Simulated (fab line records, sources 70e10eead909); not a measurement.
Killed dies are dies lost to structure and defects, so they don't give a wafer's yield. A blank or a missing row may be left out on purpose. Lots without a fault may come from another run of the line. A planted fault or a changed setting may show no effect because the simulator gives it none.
fab line records | flow nand_harc
record lots=5 wafers=15 last_day=32
route steps=1302 shown A_CONTACT@1051
lots that met no fault: from a run of the same line without faults
start_h: hours from the record's first day to the start of the lot's first wafer shown | wait_h: hours since the lot's step before | " the same as in the row above | L1.1+2: a row that stands for several wafers | - no value, or no start given | * or withheld: withheld | < > ~ a bound
route shown NAME@n: a module of which the file shows steps, and the number in the route of the first | usual: mean/standard deviation of fault-free wafers | same: alike in all rows | chamber/n: place in a boat | sites: the reading at each site | _std_site: their standard deviation | _edge_site: outer sites' mean less inner sites' | radius_mm: how far each site lies from the wafer's centre | mask NAME#n: copy n | behind: the tool/chamber that last shaped the wafer | hold: why the lot was held/for how many hours/how that ended | device: the transistor (n, p or np) that didn't switch | end of line: the same wafers' tests at the end of the route | a step without rows: its recipe alone | killed: dies lost to structure and defects at the first sort, not the wafer's yield | map: a wafer's dies, x killed, . not, _ none there
set.NAME: the setting as run; set.NAME@STEP: as run at that earlier step | model.NAME: the simulator's own value behind a step, which no gauge read
lots at some steps of the route; a table a step, a row a wafer
services: from which hour (start_h, from the record's first day; less than 0 if before it) a tool's chamber was out of use, for how many hours, and why
## steps
# step NHARC_A_CONTACT_ETCH_128
# recipe source_w=withheld pressure_mtorr=20 bias_v=3000 time_s=197 target_depth_a=19180 ar_flow_sccm=withheld c4f8_flow_sccm=withheld o2_flow_sccm=withheld chemistry=C4F8/O2/Ar
# usual oes_air_line_au=1.000/0.021
# columns lot.wafer tool chamber start_h wait_h oes_air_line_au rf_hours_counter_h
L076.3 har_cap_etch-02 1 523.10 0.1 1.029 -
L076.4 " 0 " " 1.035 -
L076.6 " 1 " " 0.996 -
L081.2 har_cap_etch-03 0 565.82 0.1 1.004 57
L081.4 " 0 " " 0.993 -
L081.5 " 1 " " 0.975 -
L083.3 har_cap_etch-03 1 603.85 0.1 1.056 -
L083.4 " 0 " " 0.977 -
L083.6 " 1 " " 1.031 -
L086.1 har_cap_etch-02 0 632.71 0.1 1.005 107
L086.4 " 1 " " 1.016 -
L086.5 " 0 " " 0.999 -
L094.2 har_cap_etch-03 1 698.30 0.1 0.992 82
L094.4 " 0 " " 1.029 -
L094.5 " 1 " " 0.997 -
# step NHARC_A_CONTACT_ETCH_129
# recipe source_w=withheld pressure_mtorr=20 bias_v=3000 time_s=197 target_depth_a=19180 ar_flow_sccm=withheld c4f8_flow_sccm=withheld o2_flow_sccm=withheld chemistry=C4F8/O2/Ar
# usual oes_air_line_au=1.000/0.021
# columns lot.wafer tool chamber start_h wait_h oes_air_line_au rf_hours_counter_h
L076.3 har_cap_etch-02 1 523.28 0.1 1.015 -
L076.4 " 0 " " 1.005 -
L076.6 " 1 " " 1.035 -
L081.2 har_cap_etch-03 0 566.00 0.1 1.006 57
L081.4 " 0 " " 0.994 -
L081.5 " 1 " " 1.007 -
L083.3 har_cap_etch-03 1 604.02 0.1 1.006 -
L083.4 " 0 " " 1.024 -
L083.6 " 1 " " 0.951 -
L086.1 har_cap_etch-02 0 632.89 0.1 1.012 108
L086.4 " 1 " " 0.999 -
L086.5 " 0 " " 1.027 -
L094.2 har_cap_etch-03 1 698.47 0.1 0.996 82
L094.4 " 0 " " 0.967 -
L094.5 " 1 " " 0.980 -
# step NHARC_A_CONTACT_ETCH_130
# recipe source_w=withheld pressure_mtorr=20 bias_v=3000 time_s=197 target_depth_a=19180 ar_flow_sccm=withheld c4f8_flow_sccm=withheld o2_flow_sccm=withheld chemistry=C4F8/O2/Ar
# usual oes_air_line_au=0.999/0.021
# columns lot.wafer tool chamber start_h wait_h oes_air_line_au rf_hours_counter_h
L076.3 har_cap_etch-02 1 523.45 0.1 0.995 -
L076.4 " 0 " " 1.014 -
L076.6 " 1 " " 1.058 -
L081.2 har_cap_etch-03 0 566.17 0.1 0.995 57
L081.4 " 0 " " 1.004 -
L081.5 " 1 " " 0.988 -
L083.3 har_cap_etch-03 1 604.20 0.1 0.999 -
L083.4 " 0 " " 0.969 -
L083.6 " 1 " " 0.963 -
L086.1 har_cap_etch-02 0 633.07 0.1 1.011 108
L086.4 " 1 " " 1.021 -
L086.5 " 0 " " 1.006 -
L094.2 har_cap_etch-03 1 698.65 0.1 0.985 82
L094.4 " 0 " " 1.026 -
L094.5 " 1 " " 1.011 -
# step NHARC_A_CONTACT_ETCH_131
# recipe source_w=withheld pressure_mtorr=20 bias_v=3000 time_s=197 target_depth_a=19180 ar_flow_sccm=withheld c4f8_flow_sccm=withheld o2_flow_sccm=withheld chemistry=C4F8/O2/Ar
# usual oes_air_line_au=1.003/0.021
# columns lot.wafer tool chamber start_h wait_h oes_air_line_au rf_hours_counter_h
L076.3 har_cap_etch-02 1 523.63 0.1 0.995 -
L076.4 " 0 " " 0.995 -
L076.6 " 1 " " 1.001 -
L081.2 har_cap_etch-03 0 566.35 0.1 1.043 58
L081.4 " 0 " " 0.998 -
L081.5 " 1 " " 1.009 -
L083.3 har_cap_etch-03 1 604.38 0.1 1.005 -
L083.4 " 0 " " 1.021 -
L083.6 " 1 " " 1.014 -
L086.1 har_cap_etch-02 0 633.24 0.1 1.029 108
L086.4 " 1 " " 1.006 -
L086.5 " 0 " " 0.992 -
L094.2 har_cap_etch-03 1 698.83 0.1 0.983 82
L094.4 " 0 " " 0.978 -
L094.5 " 1 " " 1.016 -
# step NHARC_A_CONTACT_ETCH_132
# recipe source_w=withheld pressure_mtorr=20 bias_v=3000 time_s=197 target_depth_a=19240 ar_flow_sccm=withheld c4f8_flow_sccm=withheld o2_flow_sccm=withheld chemistry=C4F8/O2/Ar
# usual oes_air_line_au=0.998/0.022
# columns lot.wafer tool chamber start_h wait_h oes_air_line_au rf_hours_counter_h
L076.3 har_cap_etch-02 1 523.81 0.1 1.000 -
L076.4 " 0 " " 1.010 -
L076.6 " 1 " " 1.017 -
L081.2 har_cap_etch-03 0 566.52 0.1 1.033 58
L081.4 " 0 " " 0.989 -
L081.5 " 1 " " 1.006 -
L083.3 har_cap_etch-03 1 604.55 0.1 0.961 -
L083.4 " 0 " " 0.997 -
L083.6 " 1 " " 1.003 -
L086.1 har_cap_etch-02 0 633.42 0.1 1.032 108
L086.4 " 1 " " 1.023 -
L086.5 " 0 " " 0.998 -
L094.2 har_cap_etch-03 1 699.00 0.1 0.987 82
L094.4 " 0 " " 0.982 -
L094.5 " 1 " " 0.951 -
# step NHARC_A_CONTACT_ETCH_133
# recipe source_w=withheld pressure_mtorr=20 bias_v=400 time_s=374 target_depth_a=16100 ar_flow_sccm=withheld c4f8_flow_sccm=11.5 o2_flow_sccm=7.2 chemistry=C4F8/O2/Ar
# usual oes_air_line_au=1.001/0.021
# columns lot.wafer tool chamber start_h wait_h oes_air_line_au rf_hours_counter_h
L076.3 har_cap_etch-02 1 524.06 0.2 1.033 -
L076.4 " 0 " " 0.985 -
L076.6 " 1 " " 0.992 -
L081.2 har_cap_etch-03 0 566.70 0.1 0.995 58
L081.4 " 0 " " 1.024 -
L081.5 " 1 " " 1.033 -
L083.3 har_cap_etch-03 1 604.81 0.2 1.027 -
L083.4 " 0 " " 0.997 -
L083.6 " 1 " " 1.021 -
L086.1 har_cap_etch-02 0 633.64 0.2 1.026 108
L086.4 " 1 " " 0.990 -
L086.5 " 0 " " 1.016 -
L094.2 har_cap_etch-03 1 699.22 0.2 1.007 83
L094.4 " 0 " " 1.005 -
L094.5 " 1 " " 1.015 -
# step NHARC_A_CONTACT_ETCH_91
# recipe target_depth_a=400 over_etch_frac=0.5 time_s=85.7 ion_energy_ev=120 ch3f_flow_sccm=50 o2_flow_sccm=30 ar_flow_sccm=200 rf_w=500 bias_w=100 chemistry=CH3F/O2
# usual bias_w=100.0/0.31 drypump_motor_current_A=5.7/0.49 o2_flow_sccm=30.01/0.092 oes_product_au=0.95/0.034 rf_vpp_V=243.9/1.6 showerhead_plenum_p_Torr=2.43/0.097 throttle_valve_pct=20.663/0.0084
# columns lot.wafer tool chamber start_h wait_h bias_w drypump_motor_current_A o2_flow_sccm oes_product_au rf_hours_counter_h rf_vpp_V showerhead_plenum_p_Torr throttle_valve_pct
L076.4 rie_diel-11 3 525.06 0.9 100.5 6.2 30.08 0.91 28 245.3 2.62 20.649
L076.3 " 0 " " 100.2 6.0 30.08 0.92 27 245.3 2.60 20.670
L076.6 " 2 " " 99.8 5.3 29.82 0.93 - 242.7 2.36 20.649
L081.2 rie_diel-04 0 567.48 0.7 99.5 5.5 30.05 0.93 4 243.5 2.39 20.663
L081.4 " 2 " " 100.0 5.7 29.87 0.95 4 242.6 2.43 20.672
L081.5 " 0 " " 100.1 5.5 29.95 0.92 - 244.5 2.39 20.675
L083.3 rie_diel-11 3 605.49 0.6 99.8 6.2 29.86 0.92 57 246.3 2.61 20.668
L083.4 " 0 " " 100.0 6.0 30.03 0.93 56 246.6 2.59 20.659
L083.6 " 2 " " 100.3 5.3 29.98 0.93 - 242.9 2.35 20.679
L086.1 rie_diel-04 0 634.36 0.6 99.7 5.5 29.96 0.99 13 243.3 2.39 20.666
L086.4 " 3 " " 99.9 5.7 30.04 1.00 15 244.7 2.43 20.654
L086.5 " 0 " " 99.6 5.5 30.05 1.00 - 242.7 2.39 20.667
L094.4 rie_diel-11 2 699.94 0.6 99.8 5.3 30.14 0.93 28 241.6 2.34 20.673
L094.2 " 3 " " 100.2 6.2 29.87 0.92 27 246.5 2.60 20.664
L094.5 " 3 " " 100.3 6.2 29.89 0.92 - 246.6 2.60 20.673
# step NHARC_A_CONTACT_ETCH_97
# recipe target_depth_a=200 over_etch_frac=0.5 time_s=10 ion_energy_ev=250 c4f6_flow_sccm=25 o2_flow_sccm=20 ar_flow_sccm=500 rf_w=600 bias_w=500 chemistry=C4F6/O2
# usual bias_w=499.9/1.4 drypump_motor_current_A=5.7/0.46 o2_flow_sccm=20.00/0.059 oes_product_au=0.963/0.026 rf_vpp_V=546/3.2 showerhead_plenum_p_Torr=3.89/0.15 throttle_valve_pct=26.902/0.0099
# columns lot.wafer tool chamber start_h wait_h bias_w drypump_motor_current_A o2_flow_sccm oes_product_au rf_hours_counter_h rf_vpp_V showerhead_plenum_p_Torr throttle_valve_pct
L076.4 rie_diel-11 3 - - 499.6 6.2 20.00 0.930 28 551 4.17 26.895
L076.3 " 1 " " 498.8 6.3 19.86 0.946 26 545 3.87 26.908
L076.6 " 2 " " 499.5 5.3 20.03 0.950 - 543 3.78 26.889
L081.2 rie_diel-04 0 - - 500.8 5.5 19.94 0.950 4 545 3.82 26.900
L081.4 " 1 " " 499.3 5.2 20.00 0.950 5 542 3.72 26.893
L081.5 " 3 " " 497.6 5.7 19.98 0.952 - 545 3.89 26.892
L083.4 rie_diel-11 0 - - 498.9 6.0 19.92 0.942 56 550 4.12 26.900
L083.3 " 1 " " 501.0 6.3 19.96 0.947 55 548 3.85 26.888
L083.6 " 3 " " 499.2 6.2 19.96 0.939 - 551 4.16 26.893
L086.1 rie_diel-04 0 - - 498.6 5.5 20.05 0.997 13 544 3.82 26.899
L086.4 " 1 " " 500.3 5.2 19.96 0.997 13 543 3.71 26.916
L086.5 " 3 " " 501.3 5.7 19.92 0.999 - 546 3.89 26.909
L094.2 rie_diel-11 0 - - 498.8 6.0 20.03 0.951 28 551 4.11 26.910
L094.4 " 1 " " 499.6 6.3 19.96 0.955 28 546 3.83 26.908
L094.5 " 2 " " 497.8 5.3 19.99 0.978 - 544 3.74 26.919
# step NHARC_A_CONTACT_CD_MEAS_80
# usual cd_nm=289.5/0.85
# columns lot.wafer tool chamber start_h wait_h cd_nm
L076.3 cd_sem-01 - 525.26 - 290.7
L076.4 " - " " 290.8
L076.6 " - " " 290.4
L081.2 cd_sem-02 - 567.70 - 289.8
L081.4 " - " " 290.0
L081.5 " - " " 290.2
L083.3 cd_sem-03 - 605.68 - 289.7
L083.4 " - " " 288.5
L083.6 " - " " 288.8
L086.1 cd_sem-01 - 634.58 - 289.1
L086.4 " - " " 289.1
L086.5 " - " " 289.5
L094.2 cd_sem-01 - 700.16 - 290.3
L094.4 " - " " 289.2
L094.5 " - " " 290.5
# step NHARC_A_CONTACT_STRIP_103
# recipe n2_flow_sccm=150 h2_flow_sccm=150 ar_flow_sccm=0 bias_w=0 chemistry=N2/H2
# columns lot.wafer tool chamber start_h wait_h
L076.3+4+6 rie_diel-04 3,0,2 525.33 0.1
L081.2+4+5 rie_diel-04 3,0,2 567.78 0.1
L083.4+3+6 rie_diel-04 3,0,0 605.75 0.1
L086.1+4+5 rie_diel-11 1,3,0 634.66 0.1
L094.4+2+5 rie_diel-04 1,3,1 700.24 0.1
# step NHARC_A_CONTACT_STRIP_104
# recipe cf4_flow_sccm=100 chf3_flow_sccm=30 ar_flow_sccm=0 bias_w=0 chemistry=CF4/CHF3
# columns lot.wafer tool chamber start_h wait_h
L076.3+4+6 rie_diel-04 0,3,2 525.45 0.1
L081.2+4+5 rie_diel-04 3,0,2 567.87 0.1
L083.4+3+6 rie_diel-04 0,1,0 605.85 0.1
L086.1+4+5 rie_diel-11 2,0,1 634.75 0.1
L094.2+4+5 rie_diel-04 0,1,3 700.33 0.1
# step NHARC_A_CONTACT_STRIP_105
# recipe o2_flow_sccm=400 cos_flow_sccm=20 ar_flow_sccm=0 bias_w=0 chemistry=O2/COS
# columns lot.wafer tool chamber start_h wait_h
L076.3+4+6 rie_diel-04 3,3,0 525.51 0.1
L081.4+2+5 rie_diel-04 2,0,3 567.93 0.1
L083.4+3+6 rie_diel-04 0,1,2 605.91 0.1
L086.4+1+5 rie_diel-11 0,1,2 634.82 0.1
L094.4+2+5 rie_diel-04 1,2,0 700.39 0.1
# step NHARC_A_CONTACT_ETCH_106
# recipe target_depth_a=900 overetch_a=90 time_s=49.5 ion_energy_ev=100 cf4_flow_sccm=80 o2_flow_sccm=20 ar_flow_sccm=0 rf_w=300 bias_w=100 chemistry=CF4/O2
# usual bias_w=100.0/0.33 drypump_motor_current_A=5.6/0.39 o2_flow_sccm=19.99/0.06 oes_product_au=0.999/0.011 rf_vpp_V=197.4/1.2 showerhead_plenum_p_Torr=1.31/0.047 throttle_valve_pct=13.397/0.009
# columns lot.wafer tool chamber start_h wait_h bias_w drypump_motor_current_A o2_flow_sccm oes_product_au rf_hours_counter_h rf_vpp_V showerhead_plenum_p_Torr throttle_valve_pct
L076.3 rie_diel-04 3 525.62 0.1 99.6 5.7 20.03 1.002 28 196.5 1.33 13.402
L076.4 " 3 " " 100.1 5.7 19.98 0.995 - 197.6 1.32 13.404
L076.6 " 0 " " 100.1 5.4 20.07 1.013 - 196.7 1.30 13.392
L081.4 rie_diel-04 3 568.04 0.1 100.3 5.7 20.05 0.991 4 198.3 1.32 13.393
L081.2 " 0 " " 100.1 5.4 19.88 0.987 4 197.1 1.30 13.397
L081.5 " 0 " " 100.1 5.5 19.93 0.991 - 197.5 1.30 13.403
L083.4 rie_diel-04 3 605.97 0.1 99.4 5.7 20.04 0.998 12 197.7 1.32 13.396
L083.3 " 1 " " 99.7 5.2 19.97 0.992 11 196.4 1.26 13.395
L083.6 " 0 " " 99.6 5.4 19.84 0.984 - 197.5 1.30 13.405
L086.4 rie_diel-11 3 634.88 0.1 99.9 6.2 19.96 1.001 5 198.0 1.42 13.395
L086.1 " 0 " " 100.2 6.0 20.03 0.994 5 199.8 1.41 13.391
L086.5 " 2 " " 99.9 5.3 19.88 1.001 - 196.4 1.27 13.405
L094.2 rie_diel-04 1 700.45 0.1 100.2 5.2 19.94 0.979 24 196.0 1.25 13.399
L094.4 " 3 " " 99.5 5.7 19.96 1.005 27 197.2 1.32 13.416
L094.5 " 2 " " 100.1 5.7 20.05 1.015 - 196.8 1.31 13.385
# step NHARC_A_CONTACT_STRIP_82
# recipe o2_flow_sccm=500 ar_flow_sccm=0 bias_w=0 chemistry=O2
# usual drypump_motor_current_A=5.7/0.37 o2_flow_sccm=500.0/1.5 oes_product_au=1.001/0.011 rf_vpp_V=57.6/0.79 showerhead_plenum_p_Torr=3.48/0.12 throttle_valve_pct=17.038/0.0088
# same bias_w=0
# columns lot.wafer tool chamber start_h wait_h drypump_motor_current_A o2_flow_sccm oes_product_au rf_hours_counter_h rf_vpp_V showerhead_plenum_p_Torr throttle_valve_pct
L076.3 rie_diel-04 0 - - 5.5 500.7 1.004 30 58.3 3.44 17.050
L076.4 " 3 " " 5.7 499.1 0.998 - 57.6 3.50 17.040
L076.6 " 0 " " 5.5 501.4 1.016 - 58.3 3.44 17.037
L081.4 rie_diel-04 0 - - 5.5 500.9 0.998 5 56.6 3.43 17.048
L081.2 " 1 " " 5.2 501.3 1.005 5 57.9 3.34 17.034
L081.5 " 3 " " 5.7 502.3 1.006 - 57.7 3.50 17.043
L083.3 rie_diel-04 3 - - 5.7 502.0 1.003 12 56.8 3.49 17.036
L083.4 " 0 " " 5.5 501.0 0.991 11 55.5 3.43 17.046
L083.6 " 3 " " 5.7 499.8 0.999 - 58.3 3.50 17.031
L086.4 rie_diel-11 0 - - 6.0 499.4 0.993 5 58.4 3.71 17.040
L086.1 " 1 " " 6.3 499.9 0.991 5 58.0 3.46 17.041
L086.5 " 3 " " 6.2 502.1 1.001 - 56.8 3.74 17.034
L094.4 rie_diel-04 0 - - 5.5 502.0 1.005 25 56.5 3.42 17.032
L094.2 " 2 " " 5.7 500.0 1.021 25 57.1 3.47 17.046
L094.5 " 0 " " 5.5 500.9 1.003 - 58.6 3.42 17.032
# step NHARC_A_CONTACT_STRIP_83
# recipe time_s=600 temp_c=30 chemistry=post_etch_residue_remover
# columns lot.wafer tool chamber start_h wait_h
L076.4+3+6 wet_bench-02 1,3,4 526.07 -
L081.5+2+4 wet_bench-02 7,1,3 568.44 -
L083.6+3+4 wet_bench-04 2,3,6 606.36 -
L086.4+1+5 wet_bench-02 7,0,1 635.28 -
L094.5+2+4 wet_bench-02 1,2,6 700.84 -
# step NHARC_A_CONTACT_DEP_84
# recipe target_thk_a=28000 temp_c=400 material=aC
# usual throttle_valve_pct=34.999/0.0089
# columns lot.wafer tool chamber start_h wait_h throttle_valve_pct
L076.3 acl_dep-02 0 528.38 - 35.000
L076.4 " 0 " " 34.997
L076.6 " 0 " " 34.986
L081.2 acl_dep-01 0 568.99 - 34.988
L081.4 " 0 " " 35.011
L081.5 " 0 " " 34.995
L083.3 acl_dep-03 0 608.18 - 35.008
L083.4 " 0 " " 35.004
L083.6 " 0 " " 35.007
L086.1 acl_dep-02 0 637.50 - 35.016
L086.4 " 0 " " 34.997
L086.5 " 0 " " 34.998
L094.2 acl_dep-01 0 702.92 - 34.996
L094.4 " 0 " " 35.007
L094.5 " 0 " " 34.992
# step NHARC_A_CONTACT_DEP_85
# recipe target_thk_a=600 target_thk_nm=60 temp_c=400 pressure_torr=3.5 flow_sccm=200 rf_w=350 material=SiON
# usual heater_power_w=716/88
# columns lot.wafer tool chamber start_h wait_h heater_power_w
L076.3 pecvd-03 2 529.55 0.9 696
L076.6 " 0 " " 806
L076.4 " 1 " " 737
L081.2 pecvd-01 2 570.51 1.2 634
L081.4 " 1 " " 789
L081.5 " 2 " " 638
L083.3 pecvd-04 2 609.39 0.9 677
L083.6 " 1 " " 651
L083.4 " 0 " " 866
L086.1 pecvd-01 0 639.27 1.5 674
L086.4 " 2 " " 665
L086.5 " 0 " " 666
L094.2 pecvd-04 2 704.39 1.2 603
L094.5 " 0 " " 852
L094.4 " 1 " " 623
# step NHARC_A_CONTACT_DEHYDRATE_00
# recipe temp_c=150 time_s=120
# usual chill_plate_temp_C=23.01/0.097
# columns lot.wafer tool chamber start_h wait_h chill_plate_temp_C
L076.3 litho_track-04 0 529.83 0.2 23.10
L076.4 " 0 " " 23.01
L076.6 " 0 " " 23.11
L081.2 litho_track-01 0 570.73 0.2 22.96
L081.4 " 0 " " 23.10
L081.5 " 0 " " 22.82
L083.3 litho_track-01 0 609.63 0.2 22.91
L083.4 " 0 " " 22.89
L083.6 " 0 " " 23.01
L086.1 litho_track-06 0 639.49 0.2 23.00
L086.4 " 0 " " 22.93
L086.5 " 0 " " 23.06
L094.2 litho_track-01 0 704.66 0.2 22.94
L094.4 " 0 " " 22.92
L094.5 " 0 " " 22.92
# step NHARC_A_CONTACT_HMDS_01
# recipe time_s=30
# usual chill_plate_temp_C=23.02/0.1
# columns lot.wafer tool chamber start_h wait_h chill_plate_temp_C
L076.3 litho_track-04 0 - - 22.86
L076.4 " 0 " " 22.89
L076.6 " 0 " " 22.88
L081.2 litho_track-01 0 - - 22.97
L081.4 " 0 " " 23.01
L081.5 " 0 " " 22.98
L083.3 litho_track-01 0 - - 22.99
L083.4 " 0 " " 23.11
L083.6 " 0 " " 23.15
L086.1 litho_track-06 0 - - 23.03
L086.4 " 0 " " 23.13
L086.5 " 0 " " 22.88
L094.2 litho_track-01 0 - - 22.97
L094.4 " 0 " " 22.97
L094.5 " 0 " " 22.99
# step NHARC_A_CONTACT_COAT_86
# recipe temp_c=260 time_s=75
# usual chill_plate_temp_C=22.99/0.098
# columns lot.wafer tool chamber start_h wait_h chill_plate_temp_C
L076.3 litho_track-04 0 - - 22.95
L076.4 " 0 " " 22.78
L076.6 " 0 " " 22.94
L081.2 litho_track-01 0 - - 22.96
L081.4 " 0 " " 22.94
L081.5 " 0 " " 22.81
L083.3 litho_track-01 0 - - 22.98
L083.4 " 0 " " 23.10
L083.6 " 0 " " 22.99
L086.1 litho_track-06 0 - - 22.94
L086.4 " 0 " " 22.95
L086.5 " 0 " " 23.05
L094.2 litho_track-01 0 - - 23.04
L094.4 " 0 " " 23.05
L094.5 " 0 " " 23.05
# step NHARC_A_CONTACT_COAT_87
# recipe temp_c=225 time_s=65
# usual chill_plate_temp_C=22.97/0.098
# columns lot.wafer tool chamber start_h wait_h chill_plate_temp_C
L076.3 litho_track-04 0 - - 23.09
L076.4 " 0 " " 23.01
L076.6 " 0 " " 23.05
L081.2 litho_track-01 0 - - 22.86
L081.4 " 0 " " 22.89
L081.5 " 0 " " 22.89
L083.3 litho_track-01 0 - - 22.87
L083.4 " 0 " " 22.91
L083.6 " 0 " " 22.99
L086.1 litho_track-06 0 - - 22.76
L086.4 " 0 " " 22.94
L086.5 " 0 " " 22.80
L094.2 litho_track-01 0 - - 22.76
L094.4 " 0 " " 22.96
L094.5 " 0 " " 22.82
# step NHARC_A_CONTACT_COAT_02
# recipe spin_rpm=1500 resist_thk_nm=90
# usual chill_plate_temp_C=23.01/0.1
# columns lot.wafer tool chamber start_h wait_h chill_plate_temp_C
L076.3 litho_track-04 0 - - 22.99
L076.4 " 0 " " 22.96
L076.6 " 0 " " 23.01
L081.2 litho_track-01 0 - - 23.01
L081.4 " 0 " " 23.06
L081.5 " 0 " " 22.98
L083.3 litho_track-01 0 - - 23.04
L083.4 " 0 " " 22.96
L083.6 " 0 " " 23.08
L086.1 litho_track-06 0 - - 23.11
L086.4 " 0 " " 23.06
L086.5 " 0 " " 22.96
L094.2 litho_track-01 0 - - 23.11
L094.4 " 0 " " 22.97
L094.5 " 0 " " 23.02
# step NHARC_A_CONTACT_SOFTBAKE_03
# recipe temp_c=105 time_s=55
# usual chill_plate_temp_C=23.00/0.11
# columns lot.wafer tool chamber start_h wait_h chill_plate_temp_C
L076.3 litho_track-04 0 - - 22.97
L076.4 " 0 " " 23.07
L076.6 " 0 " " 23.17
L081.2 litho_track-01 0 - - 22.79
L081.4 " 0 " " 22.97
L081.5 " 0 " " 22.79
L083.3 litho_track-01 0 - - 22.92
L083.4 " 0 " " 22.94
L083.6 " 0 " " 22.86
L086.1 litho_track-06 0 - - 23.04
L086.4 " 0 " " 23.12
L086.5 " 0 " " 23.06
L094.2 litho_track-01 0 - - 23.04
L094.4 " 0 " " 22.98
L094.5 " 0 " " 22.92
# step NHARC_A_CONTACT_EBR_04
# usual chill_plate_temp_C=23.00/0.12
# columns lot.wafer tool chamber start_h wait_h chill_plate_temp_C
L076.3 litho_track-04 0 - - 22.95
L076.4 " 0 " " 22.90
L076.6 " 0 " " 22.99
L081.2 litho_track-01 0 - - 22.89
L081.4 " 0 " " 22.94
L081.5 " 0 " " 22.92
L083.3 litho_track-01 0 - - 23.15
L083.4 " 0 " " 22.77
L083.6 " 0 " " 23.07
L086.1 litho_track-06 0 - - 22.94
L086.4 " 0 " " 22.89
L086.5 " 0 " " 22.97
L094.2 litho_track-01 0 - - 22.99
L094.4 " 0 " " 23.09
L094.5 " 0 " " 22.87
# step NHARC_A_CONTACT_EXPOSE_05
# recipe na=1.35 sigma_outer=0.8 dose_mj=84.24 mask_id=A_CC
# usual stage_vel_mm_s=500.01/0.26
# columns lot.wafer tool chamber start_h wait_h mask stage_vel_mm_s
L076.3 arfi_scanner-02 0 530.02 - A_CC#0 500.10
L076.4 " 0 " " A_CC#0 500.12
L076.6 " 0 " " A_CC#0 499.89
L081.2 arfi_scanner-02 0 571.04 - A_CC#0 499.73
L081.4 " 0 " " A_CC#0 499.79
L081.5 " 0 " " A_CC#0 499.87
L083.3 arfi_scanner-01 0 609.95 - A_CC#0 500.35
L083.4 " 0 " " A_CC#0 499.99
L083.6 " 0 " " A_CC#0 500.41
L086.1 arfi_scanner-03 0 639.67 - A_CC#0 499.90
L086.4 " 0 " " A_CC#0 500.35
L086.5 " 0 " " A_CC#0 500.52
L094.2 arfi_scanner-03 0 704.97 - A_CC#0 500.06
L094.4 " 0 " " A_CC#0 500.22
L094.5 " 0 " " A_CC#0 499.68
# step NHARC_A_CONTACT_PEB_06
# recipe peb_temp_c=100 peb_time_s=65
# usual chill_plate_temp_C=22.96/0.11
# columns lot.wafer tool chamber start_h wait_h chill_plate_temp_C
L076.3 litho_track-04 0 530.07 0.0 22.79
L076.4 " 0 " " 22.93
L076.6 " 0 " " 22.99
L081.2 litho_track-06 0 571.10 0.1 23.04
L081.4 " 0 " " 23.14
L081.5 " 0 " " 22.72
L083.3 litho_track-04 0 610.00 0.0 22.97
L083.4 " 0 " " 23.10
L083.6 " 0 " " 23.03
L086.1 litho_track-04 0 639.73 0.1 22.84
L086.4 " 0 " " 22.94
L086.5 " 0 " " 22.79
L094.2 litho_track-04 0 705.03 0.1 22.86
L094.4 " 0 " " 22.82
L094.5 " 0 " " 22.91
# step NHARC_A_CONTACT_DEVELOP_07
# recipe develop_time_s=35 dev_temp_c=23
# usual chill_plate_temp_C=22.98/0.09
# columns lot.wafer tool chamber start_h wait_h chill_plate_temp_C
L076.3 litho_track-04 0 - - 22.75
L076.4 " 0 " " 23.03
L076.6 " 0 " " 22.96
L081.2 litho_track-06 0 - - 22.91
L081.4 " 0 " " 22.86
L081.5 " 0 " " 22.95
L083.3 litho_track-04 0 - - 23.14
L083.4 " 0 " " 22.97
L083.6 " 0 " " 23.02
L086.1 litho_track-04 0 - - 23.27
L086.4 " 0 " " 23.22
L086.5 " 0 " " 23.05
L094.2 litho_track-04 0 - - 22.88
L094.4 " 0 " " 23.02
L094.5 " 0 " " 22.92
# step NHARC_A_CONTACT_CD_MEAS_08
# recipe target_cd_nm=200 landing_energy_ev=500
# usual cd_nm=200.1/0.48
# same landing_energy_ev=500
# columns lot.wafer tool chamber start_h wait_h cd_nm
L076.3 cd_sem-03 0 530.16 - 199.4
L076.4 " 0 " " 200.1
L076.6 " 0 " " 200.3
L081.2 cd_sem-02 0 571.18 - 200.6
L081.4 " 0 " " 200.6
L081.5 " 0 " " 200.3
L083.3 cd_sem-02 0 610.09 - 200.0
L083.4 " 0 " " 200.0
L083.6 " 0 " " 199.4
L086.1 cd_sem-01 0 639.81 - 200.4
L086.4 " 0 " " 200.5
L086.5 " 0 " " 200.0
L094.2 cd_sem-01 0 705.12 - 200.6
L094.4 " 0 " " 200.5
L094.5 " 0 " " 200.8
# step NHARC_A_CONTACT_OVL_MEAS_09
# usual overlay_x_nm=0.5/0.67 overlay_y_nm=0.0/0.97
# columns lot.wafer tool chamber start_h wait_h overlay_x_nm overlay_y_nm
L076.3 overlay-02 - 530.24 - 0.2 1.6
L076.4 " - " " 1.1 1.0
L076.6 " - " " 0.0 1.7
L081.2 overlay-02 - 571.26 - 0.4 0.0
L081.4 " - " " 0.2 -0.4
L081.5 " - " " 1.0 -0.6
L083.3 overlay-01 - 610.17 - 0.7 -0.8
L083.4 " - " " 1.1 -0.8
L083.6 " - " " 1.1 -0.7
L086.1 overlay-02 - 639.90 - 1.0 -0.5
L086.4 " - " " 1.5 -0.6
L086.5 " - " " 0.9 -0.9
L094.2 overlay-01 - 705.20 - 0.5 -0.2
L094.4 " - " " 1.1 0.4
L094.5 " - " " 0.9 0.4
# step NHARC_A_CONTACT_INSPECT_10
# usual raw_defect_count=80/37
# columns lot.wafer tool chamber start_h wait_h raw_defect_count
L076.3 defect_inspect-02 - 530.28 0.0 57
L076.4 " - " " 49
L076.6 " - " " 55
L081.2 defect_inspect-02 - 571.30 0.0 80
L081.4 " - " " 81
L081.5 " - " " 73
L083.3 defect_inspect-02 - 610.21 0.0 36
L083.4 " - " " 44
L083.6 " - " " 35
L086.1 defect_inspect-02 - 639.94 0.0 68
L086.4 " - " " 80
L086.5 " - " " 89
L094.2 defect_inspect-01 - 705.24 0.0 34
L094.4 " - " " 30
L094.5 " - " " 32
## services
# columns tool chamber start_h hours kind
litho_track-01 - 505.00 7.0 pm
rie_diel-04 - 516.83 0.2 repair
pecvd-01 - 521.55 1.8 repair
pecvd-04 - 522.61 1.1 repair
pecvd-01 - 525.54 0.4 repair
litho_track-06 - 529.00 7.0 pm
rie_diel-04 - 532.07 9.0 pm
pecvd-04 2 538.55 2.9 repair
arfi_scanner-03 - 540.00 4.0 pm
har_cap_etch-02 - 544.62 0.4 repair
rie_diel-11 0 544.89 2.9 repair
acl_dep-01 - 548.50 13.0 pm
litho_track-04 - 553.00 7.0 pm
har_cap_etch-03 - 586.65 1.4 repair
wet_bench-02 - 588.79 8.0 pm
rie_diel-04 0 592.26 5.9 repair
rie_diel-04 - 606.46 0.9 repair
acl_dep-02 - 606.99 13.0 pm
rie_diel-11 - 609.72 9.0 pm
arfi_scanner-02 - 612.90 1.1 repair
arfi_scanner-02 - 623.58 1.6 repair
rie_diel-11 1 656.74 4.0 repair
litho_track-01 - 680.00 7.0 pm
litho_track-06 - 704.01 7.0 pm
## key
fault none
